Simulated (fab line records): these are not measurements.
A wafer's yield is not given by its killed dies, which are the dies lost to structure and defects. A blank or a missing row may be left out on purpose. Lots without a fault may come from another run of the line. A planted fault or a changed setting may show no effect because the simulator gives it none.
Matching of chambers -- flow nand harc -- NHARC_P_BONDPAD_CMP_32 on cmp-02 has 4 sister chambers
The step polishes SiCN, target thk 200 nm. 4 wafers are shown with their chamber, then 9 later ones without.

WAFERS PAIRED WITH THEIR CHAMBERS
wafer,chamber,motor current A (A)
L086.4,3,14.2
L088.3,2,11.4
L088.5,1,11.6
L088.6,0,12.5

WAFERS WITH NO CHAMBER GIVEN
wafer,motor current A (A)
L090.1,13.7
L090.2,12.3
L090.4,12.3
L092.1,11.5
L092.4,12.1
L092.5,11.2
L094.3,11.8
L094.4,13.8
L094.6,12.3

WHICH CHAMBER EACH ONE RAN IN
wafer,from the rows above,in truth
L090.1,3,3
L090.2,can't be placed: 0 or 1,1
L090.4,can't be placed: 0 or 1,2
L092.1,can't be placed: 1 or 2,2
L092.4,can't be placed: 0 or 1 or 2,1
L092.5,can't be placed: 2 or 1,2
L094.3,can't be placed: 1 or 2 or 0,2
L094.4,3,3
L094.6,can't be placed: 0 or 1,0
Correctly placed: 2 of 9. Can't be placed from these rows: 7 (the true chamber is among the candidates in 6). Number placed wrongly: 0.
How it was worked out, from the rows above alone: a wafer's distance from a chamber is the root of the sum, over the readings, of the square of ((its reading less the chamber's mean) divided by the reading's scatter). The wafer belongs to the nearest chamber; if the next one is less than 2 further off, it can't be placed. For every chamber, the mean is computed from those of its wafers that are shown. The scatter: root of mean squared gap, hidden wafer to nearest shown wafer, with one shown wafer a chamber.
